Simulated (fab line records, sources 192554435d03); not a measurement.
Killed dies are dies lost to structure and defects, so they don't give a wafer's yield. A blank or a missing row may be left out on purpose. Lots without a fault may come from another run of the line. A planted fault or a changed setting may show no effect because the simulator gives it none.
fab line records | flow n5_finfet
record lots=5 wafers=15 last_day=16
route steps=1938 shown BEOL_M3@1009 BEOL_M4@1021 PASSIVATION@1936
lots that met no fault: from a run of the same line without faults
start_h: hours from the record's first day to the start of the lot's first wafer shown | wait_h: hours since the lot's step before | " the same as in the row above | L1.1+2: a row that stands for several wafers | - no value, or no start given | * or withheld: withheld | < > ~ a bound
route shown NAME@n: a module of which the file shows steps, and the number in the route of the first | usual: mean/standard deviation of fault-free wafers | same: alike in all rows | chamber/n: place in a boat | sites: the reading at each site | _std_site: their standard deviation | _edge_site: outer sites' mean less inner sites' | radius_mm: how far each site lies from the wafer's centre | mask NAME#n: copy n | behind: the tool/chamber that last shaped the wafer | hold: why the lot was held/for how many hours/how that ended | device: the transistor (n, p or np) that didn't switch | end of line: the same wafers' tests at the end of the route | a step without rows: its recipe alone | killed: dies lost to structure and defects at the first sort, not the wafer's yield | map: a wafer's dies, x killed, . not, _ none there
set.NAME: the setting as run; set.NAME@STEP: as run at that earlier step | model.NAME: the simulator's own value behind a step, which no gauge read
lots at some steps of the route; a table a step, a row a wafer
services: from which hour (start_h, from the record's first day; less than 0 if before it) a tool's chamber was out of use, for how many hours, and why
## steps
# step N5_BEOL_M3_ANNEAL_95
# recipe temp_c=400 time_s=240 ambient=vacuum
# step N5_BEOL_M3_SPUTTER_96
# recipe material=Cu target_thk_a=45 temp_c=-20 chamber_pressure_pa=0.07 power_w=withheld time_s=8.29
# step N5_BEOL_M3_ECD_50
# recipe material=Cu target_thk_a=3000
# step N5_BEOL_M3_ANNEAL_51
# recipe temp_c=225 time_s=90 ambient=N2
# step N5_BEOL_M3_CMP_52
# recipe stop_on=SiOC t_overpolish_s=6.8 down_force_psi=1 platen_rpm=50 clearing_platen_down_force_psi=1.5 clearing_platen_rpm=50 post_cmp_clean=cu_alkaline target_thk_nm=40 clearing_platen_pad_velocity_m_s=0.99484 pad_velocity_m_s=0.99484
# step N5_BEOL_M3_PRE_CLEAN_60
# recipe gas=NH3/H2 time_s=15 temp_c=* rf_power_w=300
# step N5_BEOL_M3_CO_CAP_55
# recipe material=Co target_thk_a=20 temp_c=200 precursor=CCTBA/H2 pressure_torr=30 time_s=102.1
# step N5_BEOL_M3_PRE_CLEAN_56
# recipe gas=NH3 time_s=15 temp_c=withheld rf_power_w=300
# step N5_BEOL_M3_DEP_57
# recipe material=SiCN target_thk_a=80 temp_c=withheld precursor=3MS/NH3 pressure_torr=3 rf_w=202 time_s=14
# step N5_BEOL_M4_ILD_DEP_00
# recipe material=SiOC target_thk_a=790 temp_c=350 precursor=DEMS/O2 pressure_torr=5 rf_w=500 time_s=15.3
# usual heater_power_w=555/97 showerhead_plenum_p_Torr=5.689/0.012 throttle_valve_pct=11.9/0.48
# columns lot.wafer tool chamber start_h wait_h heater_power_w showerhead_plenum_p_Torr throttle_valve_pct model.SiOC_of_BEOL_M4_ILD_DEP_00.thk_nm
L524.1 pecvd-01 0 171.27 0.0 564 5.712 12.3 77.6
L524.3 " 2 " " 655 5.671 11.1 79.4
L524.5 " 0 " " 579 5.693 12.6 79.4
L538.3 pecvd-01 1 251.93 0.0 649 5.681 12.1 142.2
L538.4 " 1 " " 648 5.682 12.2 145.8
L538.5 " 2 " " 695 5.685 11.5 145.6
L539.2 pecvd-01 2 256.62 0.0 659 5.707 11.3 144
L539.3 " 0 " " 622 5.698 12.2 143.8
L539.6 " 2 " " 660 5.674 11.4 146.2
L541.1 pecvd-03 1 258.58 0.0 625 5.691 11.7 77.2
L541.4 " 2 " " 559 5.692 10.8 79.4
L541.5 " 1 " " 621 5.684 11.7 79.4
L540.2 pecvd-01 0 259.32 0.0 615 5.697 12.3 142.6
L540.3 " 1 " " 639 5.679 12.1 142.8
L540.6 " 1 " " 642 5.693 12.3 144.6
# step N5_BEOL_M4_THK_MEAS_01
# recipe reads=SiOC_of_BEOL_M4_ILD_DEP_00
# usual M4_ILD_THK=79.2/0.99
# columns lot.wafer tool chamber start_h wait_h M4_ILD_THK[nm]
L524.1 film_metro-02 - 171.35 0.1 77.7
L524.3 " - " " 79.3
L524.5 " - " " 79.4
L538.3 film_metro-01 - 252.00 0.1 142.1
L538.4 " - " " 145.8
L538.5 " - " " 145.5
L539.2 film_metro-01 - 256.69 0.1 144.0
L539.3 " - " " 143.8
L539.6 " - " " 146.1
L541.1 film_metro-02 - 258.65 0.0 77.1
L541.4 " - " " 79.3
L541.5 " - " " 79.5
L540.2 film_metro-01 - 259.39 0.1 142.5
L540.3 " - " " 142.8
L540.6 " - " " 144.7
# step N5_BEOL_M4_PECVD_72
# recipe material=SiO2 target_thk_a=160 temp_c=400 precursor=TEOS/O2 pressure_torr=5.5 rf_w=450 teos_flow_sccm=53.8 gas=O2 flow_sccm=3000 time_s=18
# step N5_BEOL_M4_HM_DEP_02
# recipe material=TiN target_thk_a=200 temp_c=25 chamber_pressure_pa=0.49996
# step N5_BEOL_M4_COAT_61
# recipe resist=SOC temp_c=250 time_s=60 spin_rpm=1500 resist_thk_nm=60
# step N5_BEOL_M4_COAT_62
# recipe resist=SiARC temp_c=220 time_s=60 spin_rpm=1500 resist_thk_nm=12
# step N5_BEOL_M4_COAT_73
# recipe resist=underlayer temp_c=205 time_s=60 spin_rpm=1500 resist_thk_nm=5
# step N5_BEOL_M4_COAT_05
# recipe resist=CAR-EUV spin_rpm=1500 resist_thk_nm=30
# step N5_BEOL_M4_EBR_07
# recipe solvent=PGMEA ebr_width_mm=1.5
# step N5_BEOL_M4_SOFTBAKE_06
# recipe temp_c=110 time_s=60 resist=CAR-EUV
# step N5_BEOL_M4_EXPOSE_08
# recipe mask_id=M4 na=0.33 source_shape=dipole sigma_inner=0.369 sigma_outer=0.767 polarization=unpolarized dose_mj=41.25
# step N5_BEOL_M4_PEB_09
# recipe peb_temp_c=100 peb_time_s=60 resist=CAR-EUV
# step N5_BEOL_M4_DEVELOP_10
# recipe develop_time_s=30 developer=TMAH resist=CAR-EUV rinse_liquid=surfactant_rinse dry=air_spin dev_temp_c=23
# step N5_BEOL_M4_DESCUM_16
# recipe chemistry=O2 time_s=7 source_power_w=50 bias_power_w=20 pressure_mtorr=20 rf_frequency_hz=2.712e+07 temp_c=40 resist=CAR-EUV o2_flow_sccm=225
# step N5_BEOL_M4_ETCH_74
# recipe chemistry=N2/H2 target=underlayer target_depth_a=65 mask_material=CAR-EUV time_s=5.2 ion_energy_ev=200 pressure_mtorr=30 source_w=840 bias_w=150 n2_flow_sccm=200 h2_flow_sccm=200 ends=cleared
# step N5_BEOL_M4_ETCH_63
# recipe chemistry=CF4 target=SiARC target_depth_a=156 mask_material=CAR-EUV time_s=26 ion_energy_ev=80 pressure_mtorr=40 source_w=545 bias_w=36 Ar_flow_sccm=100 cf4_flow_sccm=100 ends=cleared
# step N5_BEOL_M4_ETCH_64
# recipe chemistry=N2/H2 target=SOC target_depth_a=750 overetch_a=225 mask_material=SiARC temp_c=40 time_s=121.9 ion_energy_ev=200 pressure_mtorr=30 source_w=840 bias_w=150 n2_flow_sccm=200 h2_flow_sccm=200
# step N5_BEOL_M4_STRIP_65
# recipe chemistry=N2/H2 temp_c=40 n2_flow_sccm=200 h2_flow_sccm=200 rf_frequency_hz=6e+07
# step N5_BEOL_M4_STRIP_75
# recipe chemistry=N2/H2 temp_c=40 n2_flow_sccm=200 h2_flow_sccm=200 rf_frequency_hz=6e+07
# step N5_BEOL_M4_STRIP_66
# recipe chemistry=CF4 resist=SiARC power_w=300 bias_power_w=75 pressure_mtorr=50 cf4_flow_sccm=150 rf_frequency_hz=6e+07
# step N5_BEOL_M4_HM_OPEN_17
# recipe chemistry=Cl2/BCl3 target_depth_a=200 overetch_a=60 target=TiN mask_material=SOC ion_energy_ev=150 pressure_mtorr=10 icp_w=1000 bias_w=126 Cl2_flow_sccm=53.25 bcl3_flow_sccm=21.75 Ar_flow_sccm=25
# step N5_BEOL_M4_STRIP_19
# recipe chemistry=O2 power_w=400 temp_c=40 pressure_mtorr=30 rf_frequency_hz=6e+07 bias_power_w=0 overash_fraction=0.2 o2_flow_sccm=225
# step N5_BEOL_M4_COAT_67
# recipe resist=SOC temp_c=250 time_s=60 spin_rpm=1500 resist_thk_nm=60
# step N5_BEOL_M4_COAT_68
# recipe resist=SiARC temp_c=220 time_s=60 spin_rpm=1500 resist_thk_nm=12
# step N5_BEOL_M4_COAT_76
# recipe resist=underlayer temp_c=205 time_s=60 spin_rpm=1500 resist_thk_nm=5
# step N5_BEOL_M4_COAT_22
# recipe resist=CAR-EUV spin_rpm=1500 resist_thk_nm=30
# step N5_BEOL_M4_CMP_52
# recipe stop_on=SiOC t_overpolish_s=6.8 down_force_psi=1 platen_rpm=50 clearing_platen_down_force_psi=1.5 clearing_platen_rpm=50 post_cmp_clean=cu_alkaline target_thk_nm=40 clearing_platen_pad_velocity_m_s=0.99484 pad_velocity_m_s=0.99484
# usual edge_zone_pressure_frac=1.000/0.0045 motor_current_A=6.1/0.53 slurry_flow_ml_min=150.0/0.46
# columns lot.wafer tool chamber start_h wait_h edge_zone_pressure_frac motor_current_A slurry_flow_ml_min model.SiOC_of_BEOL_M4_ILD_DEP_00.thk_nm
L524.1 cmp-01 0 180.55 0.3 0.996 5.9 150.9 74.6
L524.3 " 2 " " 0.997 5.7 150.0 76.4
L524.5 " 0 " " 1.002 6.0 150.5 76.4
L538.3 cmp-01 0 261.36 0.2 1.002 5.8 149.2 139.2
L538.4 " 2 " " 1.005 5.5 149.9 142.8
L538.5 " 0 " " 0.994 5.8 150.6 142.6
L539.3 cmp-04 0 266.53 0.2 0.999 5.6 149.7 140.8
L539.2 " 3 " " 1.003 6.6 150.4 141
L539.6 " 0 " " 1.004 5.9 150.2 143.2
L541.1 cmp-03 3 271.17 0.3 0.989 5.4 150.5 74.2
L541.4 " 0 " " 1.000 6.2 150.2 76.4
L541.5 " 3 " " 0.991 5.6 150.5 76.4
L540.2 cmp-01 2 273.32 0.2 1.000 5.6 149.4 139.6
L540.3 " 3 " " 1.000 5.8 150.4 139.8
L540.6 " 2 " " 1.002 5.3 149.6 141.6
# step N5_BEOL_M4_RC_MEAS_101
# usual DIBL_N=36.9/1.7 DIBL_P=37.3/2.3 IOFF_N=0.16/0.033 IOFF_P=0.22/0.04 ION_N=673/12 ION_P=463/8 SS_N=71.6/0.58 SS_P=73.4/0.74 VT_N=250/3.2 VT_P=-250/3.4
# columns lot.wafer tool chamber start_h wait_h DIBL_N[mV/V] DIBL_P[mV/V] IOFF_N[nA/um] IOFF_P[nA/um] ION_N[uA/um] ION_P[uA/um] SS_N[mV/dec] SS_P[mV/dec] VT_N[mV] VT_P[mV]
L524.1 prober-02 0 181.15 0.0 35.2 36.7 0.13 0.17 658 448 71.7 73.2 251 -257
L524.3 " 0 " " 39.1 41.6 0.21 0.24 682 456 72.5 74.6 248 -252
L524.5 " 0 " " 35.2 37.8 0.15 0.19 666 454 72.4 74.1 249 -252
L541.1 prober-01 0 271.79 0.0 32.8 30.3 0.09 0.14 654 454 70.1 71.5 256 -254
L541.4 " 0 " " 34.8 32.6 0.11 0.17 671 463 70.9 72.6 255 -248
L541.5 " 0 " " 37.4 35.4 0.14 0.19 678 464 71.7 73.2 253 -250
# step N5_PASSIVATION_PROBE_49
# usual defect_limited_yield=91.2/1.3 killed_at_M0_to_M3=34/10 killed_at_M4_up=13/4.6 killed_at_contacts=13/5.5 killed_at_front_end=41/12 killed_at_other=2.8/2.4 killed_dies=104/16 killed_on_rim=14/4.2 killed_open=67/12 killed_short=33/7.2 sort_bin_5_function=5.1/0.86 sort_bin_6_memory=3.3/0.62 sort_n_pass=1076/16 sort_yield_pct=91.2/1.3
# same gross_dies=1180 killed_at_back_side=0 sort_bin_4_leakage[%]=0 sort_bin_8_speed[%]=0
# columns lot.wafer tool chamber start_h wait_h defect_limited_yield[%] killed_at_M0_to_M3 killed_at_M4_up killed_at_contacts killed_at_front_end killed_at_other killed_dies killed_on_rim killed_open killed_short sort_bin_5_function[%] sort_bin_6_memory[%] sort_n_pass sort_yield_pct[%]
L541.1 prober-02 - 368.44 0.0 89.4 63 19 14 27 2 125 10 72 44 6.2 4.1 1055 89.4
L541.4 prober-02 - 368.59 0.2 90.2 46 15 17 37 1 116 16 71 42 6.0 3.3 1064 90.2
L541.5 prober-02 - 368.64 0.2 91.4 33 19 13 35 1 101 8 57 31 5.0 3.0 1079 91.4
L538.3 prober-01 - 369.82 0.1 0 48 1061 17 50 4 1180 152 82 42 95.5 4.1 0 0
L538.4 prober-01 - 369.87 0.2 0 22 1084 12 58 4 1180 152 57 42 96.2 3.5 0 0
L538.5 prober-01 - 369.92 0.2 0 37 1063 17 54 9 1180 152 83 41 96.3 3.6 0 0
L539.2 prober-02 - 376.33 0.1 0 30 1104 9 37 0 1180 152 63 29 96.6 3.1 0 0
L539.3 prober-02 - 376.38 0.1 0 50 1093 9 28 0 1180 152 53 43 96.6 3.1 0 0
L539.6 prober-02 - 376.53 0.3 0 49 1088 11 27 5 1180 152 77 28 96.9 3.0 0 0
L540.2 prober-02 - 385.35 0.1 0 27 1104 13 32 4 1180 152 54 28 97.0 2.8 0 0
L540.3 prober-02 - 385.40 0.1 0 32 1112 8 27 1 1180 152 51 31 97.3 2.5 0 0
L540.6 prober-02 - 385.55 0.3 0 18 1109 8 42 3 1180 152 58 28 97.2 2.6 0 0
# killed by level:class
L541.1 BEOL_M0_SAQP:geometric_particle:open=19 BEOL_M0_SAQP:geometric_particle:short=18 BEOL_M4:geometric_particle:open=10 MOL_CONTACT_COAG:geometric_particle:open=7 BEOL_M1:geometric_particle:open=7 BEOL_M2:geometric_particle:open=6 STI_FIN_REVEAL:geometric_particle:open=5 DUMMY_GATE:geometric_particle:open=5
L541.4 DUMMY_GATE:geometric_particle:open=12 BEOL_M1:geometric_particle:open=11 MOL_CONTACT_COAG:geometric_particle:open=10 BEOL_M0_SAQP:geometric_particle:open=9 MOL_CONTACT_COAG:geometric_particle:short=7 BEOL_M0_SAQP:geometric_particle:short=7 BEOL_M3:geometric_particle:open=6 BEOL_M1:geometric_particle:short=5
L541.5 BEOL_M1:geometric_particle:open=13 BEOL_M4:geometric_particle:open=9 BEOL_M0_SAQP:geometric_particle:open=9 MOL_CONTACT_COAG:geometric_particle:open=7 FIN_SAQP:geometric_particle:short=5 BEOL_M0_SAQP:geometric_particle:short=5 STI_FIN_REVEAL:geometric_particle:open=4 DUMMY_GATE:geometric_particle:open=4
L538.3 BEOL_M4:area_dep=1056 FIN_SAQP:geometric_particle:open=17 BEOL_M0_SAQP:geometric_particle:open=17 BEOL_M0_SAQP:geometric_particle:short=14 MOL_CONTACT_COAG:geometric_particle:open=13 STI_FIN_REVEAL:geometric_particle:open=8 DUMMY_GATE:geometric_particle:open=7 FIN_SAQP:geometric_particle:short=6
L538.4 BEOL_M4:area_dep=1081 FIN_SAQP:geometric_particle:open=22 FIN_SAQP:geometric_particle:short=11 STI_FIN_REVEAL:geometric_particle:open=9 BEOL_M0_SAQP:geometric_particle:short=8 MOL_CONTACT_COAG:geometric_particle:open=7 BEOL_M2:geometric_particle:open=5 BEOL_M0_SAQP:geometric_particle:open=5
L538.5 BEOL_M4:area_dep=1053 FIN_SAQP:geometric_particle:open=20 FIN_SAQP:geometric_particle:short=16 MOL_CONTACT_COAG:geometric_particle:open=15 BEOL_M0_SAQP:geometric_particle:open=11 BEOL_M2:geometric_particle:open=10 BEOL_M0_SAQP:geometric_particle:short=7 STI_FIN_REVEAL:geometric_particle:open=5
L539.2 BEOL_M4:area_dep=1087 MOL_CONTACT_COAG:geometric_particle:open=8 BEOL_M4:geometric_particle:open=8 DUMMY_GATE:geometric_particle:open=7 BEOL_M0_SAQP:geometric_particle:short=7 FIN_SAQP:geometric_particle:open=6 STI_FIN_REVEAL:geometric_particle:open=6 GATE_CUT:geometric_particle:short=6
L539.3 BEOL_M4:area_dep=1084 BEOL_M0_SAQP:geometric_particle:short=15 BEOL_M0_SAQP:geometric_particle:open=14 MOL_CONTACT_COAG:geometric_particle:open=7 BEOL_M3:geometric_particle:short=7 FIN_SAQP:geometric_particle:open=6 FIN_SAQP:geometric_particle:short=5 STI_FIN_REVEAL:geometric_particle:open=5
L539.6 BEOL_M4:area_dep=1072 BEOL_M2:geometric_particle:open=12 BEOL_M3:geometric_particle:open=10 MOL_CONTACT_COAG:geometric_particle:open=9 FIN_SAQP:geometric_particle:open=8 BEOL_M0_SAQP:geometric_particle:short=8 BEOL_M1:geometric_particle:open=8 BEOL_M0_SAQP:geometric_particle:open=7
L540.2 BEOL_M4:area_dep=1096 MOL_CONTACT_COAG:geometric_particle:open=10 BEOL_M3:geometric_particle:open=8 BEOL_M2:geometric_particle:open=7 FIN_SAQP:geometric_particle:short=6 STARTING-WAFER:geometric_particle:open=6 FIN_SAQP:geometric_particle:open=5 DUMMY_GATE:geometric_particle:open=5
L540.3 BEOL_M4:area_dep=1097 BEOL_M3:geometric_particle:open=13 MOL_CONTACT_COAG:geometric_particle:open=7 DUMMY_GATE:geometric_particle:open=6 FIN_SAQP:geometric_particle:short=5 STI_FIN_REVEAL:geometric_particle:open=5 BEOL_M0_SAQP:geometric_particle:open=4 BEOL_M0_SAQP:geometric_particle:short=4
L540.6 BEOL_M4:area_dep=1092 FIN_SAQP:geometric_particle:short=10 FIN_SAQP:geometric_particle:open=10 BEOL_M4:geometric_particle:open=8 DUMMY_GATE:geometric_particle:open=6 MOL_CONTACT_COAG:geometric_particle:open=6 BEOL_M2:geometric_particle:open=5 STARTING-WAFER:geometric_particle:short=4
# map L538.3 (x killed, . not)
_________________xxxxxxxxxxxx________________
______________xxxxxxxxxxxxxxxxxx_____________
___________xxxxxxxxxxxxxxxxxxxxxxxx__________
__________xxxxxxxxxxxxxxxxxxxxxxxxxx_________
________xxxxxxxxxxxxxxxxxxxxxxxxxxxxxx_______
_______xxxxxxxxxxxxxxxxxxxxxxxxxxxxxxxx______
______xxxxxxxxxxxxxxxxxxxxxxxxxxxxxxxxxx_____
_____xxxxxxxxxxxxxxxxxxxxxxxxxxxxxxxxxxxx____
____xxxxxxxxxxxxxxxxxxxxxxxxxxxxxxxxxxxxxx___
___xxxxxxxxxxxxxxxxxxxxxxxxxxxxxxxxxxxxxxxx__
___xxxxxxxxxxxxxxxxxxxxxxxxxxxxxxxxxxxxxxxx__
__xxxxxxxxxxxxxxxxxxxxxxxxxxxxxxxxxxxxxxxxxx_
__xxxxxxxxxxxxxxxxxxxxxxxxxxxxxxxxxxxxxxxxxx_
_xxxxxxxxxxxxxxxxxxxxxxxxxxxxxxxxxxxxxxxxxxxx
_xxxxxxxxxxxxxxxxxxxxxxxxxxxxxxxxxxxxxxxxxxxx
_xxxxxxxxxxxxxxxxxxxxxxxxxxxxxxxxxxxxxxxxxxxx
_xxxxxxxxxxxxxxxxxxxxxxxxxxxxxxxxxxxxxxxxxxxx
_xxxxxxxxxxxxxxxxxxxxxxxxxxxxxxxxxxxxxxxxxxxx
_xxxxxxxxxxxxxxxxxxxxxxxxxxxxxxxxxxxxxxxxxxxx
_xxxxxxxxxxxxxxxxxxxxxxxxxxxxxxxxxxxxxxxxxxxx
_xxxxxxxxxxxxxxxxxxxxxxxxxxxxxxxxxxxxxxxxxxxx
__xxxxxxxxxxxxxxxxxxxxxxxxxxxxxxxxxxxxxxxxxx_
__xxxxxxxxxxxxxxxxxxxxxxxxxxxxxxxxxxxxxxxxxx_
___xxxxxxxxxxxxxxxxxxxxxxxxxxxxxxxxxxxxxxxx__
___xxxxxxxxxxxxxxxxxxxxxxxxxxxxxxxxxxxxxxxx__
____xxxxxxxxxxxxxxxxxxxxxxxxxxxxxxxxxxxxxx___
_____xxxxxxxxxxxxxxxxxxxxxxxxxxxxxxxxxxxx____
______xxxxxxxxxxxxxxxxxxxxxxxxxxxxxxxxxx_____
_______xxxxxxxxxxxxxxxxxxxxxxxxxxxxxxxx______
________xxxxxxxxxxxxxxxxxxxxxxxxxxxxxx_______
__________xxxxxxxxxxxxxxxxxxxxxxxxxx_________
___________xxxxxxxxxxxxxxxxxxxxxxxx__________
______________xxxxxxxxxxxxxxxxxx_____________
_________________xxxxxxxxxxxx________________
# map L539.2 (x killed, . not)
_________________xxxxxxxxxxxx________________
______________xxxxxxxxxxxxxxxxxx_____________
___________xxxxxxxxxxxxxxxxxxxxxxxx__________
__________xxxxxxxxxxxxxxxxxxxxxxxxxx_________
________xxxxxxxxxxxxxxxxxxxxxxxxxxxxxx_______
_______xxxxxxxxxxxxxxxxxxxxxxxxxxxxxxxx______
______xxxxxxxxxxxxxxxxxxxxxxxxxxxxxxxxxx_____
_____xxxxxxxxxxxxxxxxxxxxxxxxxxxxxxxxxxxx____
____xxxxxxxxxxxxxxxxxxxxxxxxxxxxxxxxxxxxxx___
___xxxxxxxxxxxxxxxxxxxxxxxxxxxxxxxxxxxxxxxx__
___xxxxxxxxxxxxxxxxxxxxxxxxxxxxxxxxxxxxxxxx__
__xxxxxxxxxxxxxxxxxxxxxxxxxxxxxxxxxxxxxxxxxx_
__xxxxxxxxxxxxxxxxxxxxxxxxxxxxxxxxxxxxxxxxxx_
_xxxxxxxxxxxxxxxxxxxxxxxxxxxxxxxxxxxxxxxxxxxx
_xxxxxxxxxxxxxxxxxxxxxxxxxxxxxxxxxxxxxxxxxxxx
_xxxxxxxxxxxxxxxxxxxxxxxxxxxxxxxxxxxxxxxxxxxx
_xxxxxxxxxxxxxxxxxxxxxxxxxxxxxxxxxxxxxxxxxxxx
_xxxxxxxxxxxxxxxxxxxxxxxxxxxxxxxxxxxxxxxxxxxx
_xxxxxxxxxxxxxxxxxxxxxxxxxxxxxxxxxxxxxxxxxxxx
_xxxxxxxxxxxxxxxxxxxxxxxxxxxxxxxxxxxxxxxxxxxx
_xxxxxxxxxxxxxxxxxxxxxxxxxxxxxxxxxxxxxxxxxxxx
__xxxxxxxxxxxxxxxxxxxxxxxxxxxxxxxxxxxxxxxxxx_
__xxxxxxxxxxxxxxxxxxxxxxxxxxxxxxxxxxxxxxxxxx_
___xxxxxxxxxxxxxxxxxxxxxxxxxxxxxxxxxxxxxxxx__
___xxxxxxxxxxxxxxxxxxxxxxxxxxxxxxxxxxxxxxxx__
____xxxxxxxxxxxxxxxxxxxxxxxxxxxxxxxxxxxxxx___
_____xxxxxxxxxxxxxxxxxxxxxxxxxxxxxxxxxxxx____
______xxxxxxxxxxxxxxxxxxxxxxxxxxxxxxxxxx_____
_______xxxxxxxxxxxxxxxxxxxxxxxxxxxxxxxx______
________xxxxxxxxxxxxxxxxxxxxxxxxxxxxxx_______
__________xxxxxxxxxxxxxxxxxxxxxxxxxx_________
___________xxxxxxxxxxxxxxxxxxxxxxxx__________
______________xxxxxxxxxxxxxxxxxx_____________
_________________xxxxxxxxxxxx________________
## services
# columns tool chamber start_h hours kind
cmp-01 - 150.78 3.5 repair
cmp-03 - 153.40 0.4 repair
cmp-01 - 162.94 1.1 repair
pecvd-01 1 166.73 5.5 scheduled_down
pecvd-01 2 187.26 6.8 repair
pecvd-03 - 195.49 2.4 repair
cmp-04 - 199.30 4.0 pm
cmp-04 - 203.30 - consumable_replace:conditioner
cmp-04 - 203.30 - consumable_replace:pad
cmp-01 - 207.51 4.9 pm
cmp-03 - 211.58 1.2 repair
cmp-01 - 221.30 2.3 repair
pecvd-03 0 221.79 5.5 scheduled_down
cmp-04 - 239.55 1.1 repair
pecvd-01 - 266.59 2.8 pm
cmp-01 - 268.13 1.9 repair
cmp-04 - 270.86 6.2 pm
## key
first_sign step=N5_BEOL_M4_THK_MEAS_01 reading=M4_ILD_THK direction=up sigmas=66 usual=79.2 struck=144.1
effect step=N5_PASSIVATION_PROBE_49 reading=killed_at_M4_up direction=up sigmas=99+ usual=13 struck=1091
model_effect step=N5_BEOL_M4_ILD_DEP_00 value=SiOC_of_BEOL_M4_ILD_DEP_00.thk_nm without=78.84 struck=144.2
model_effect step=N5_BEOL_M4_CMP_52 value=SiOC_of_BEOL_M4_ILD_DEP_00.thk_nm without=75.84 struck=141.2
more_kills_born_at N5_BEOL_M4_ILD_DEP_00@pecvd-01=9718
met_at N5_BEOL_M4_ILD_DEP_00
struck_wafers L538.3,L538.4,L538.5,L539.2,L539.3,L539.6,L540.2,L540.3,L540.6
later_rows_left_out L538.3,L538.4,L538.5,L539.2,L539.3,L539.6,L540.2,L540.3,L540.6
onset_between 171.27 251.93
fault kind=process_parameter_drift tool=pecvd-01 chamber=- onset_h=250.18 steps=N5_BEOL_M4_ILD_DEP_00 channel=time_s offset=* shape=step end_h=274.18 acts_in=* stated=*
# later_rows_left_out: the simulator's readings of these wafers behind a module that went badly wrong aren't trusted and aren't shown, but for the sort
